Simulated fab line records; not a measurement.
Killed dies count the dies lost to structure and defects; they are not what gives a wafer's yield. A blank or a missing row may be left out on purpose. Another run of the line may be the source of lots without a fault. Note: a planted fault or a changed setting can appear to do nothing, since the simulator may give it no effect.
Which tool is to blame?	flow n5_finfet	36 wafers sampled from 12 lots at 1 step of a route of 1938

WHAT THE GAUGES READ, wafer by wafer
N5_HKMG_FIN_OVL_MEAS_13.
lot	measured	on	NWFM_OVL (nm)
L075	day 4 12:05	overlay-01	1.1 0.6 1.0
L077	day 4 23:17	overlay-02	0.3 0.6 0.8
L079	day 5 10:31	overlay-01	0.7 1.1 0.7
L081	day 5 21:28	overlay-01	1.1 -0.2 0.7
L083	day 6 10:03	overlay-02	-0.3 -0.8 -0.3
L085	day 6 23:05	overlay-01	-0.6 -0.4 -1.7
L087	day 7 11:08	overlay-01	0.2 -0.2 0.4
L089	day 7 21:19	overlay-01	1.6 1.0 1.7
L091	day 8 11:49	overlay-02	0.8 0.9 1.4
L093	day 8 21:17	overlay-01	0.7 1.2 0.4
L095	day 9 10:30	overlay-02	0.9 1.1 0.7
L097	day 9 22:55	overlay-01	0.4 0.0 0.7

WHICH TOOL RAN EACH LOT (tool, then ch and the chambers of the sampled wafers, then the start)
Record: no process step prior to these readings.

THE ANSWER, worked out from the rows above alone
Rule: usual is defined by the lots themselves. The widest of any qualifying gaps counts: lots, ordered by their means at a reading, are off when they make up no more than a third of the lots, leave a main group of 4 or more, and stand apart from it by 3 or more times the standard deviation of that group's means. Not used: any main group whose means are identical at the precision the tables above print for the reading. A lot without any number at a reading at which 4 lots or more have one is off too. All remaining lots with rows at the step are treated as sound.
None of the lots is off at any reading shown; this tells nothing.

WHAT THE SIMULATOR HAD PUT IN
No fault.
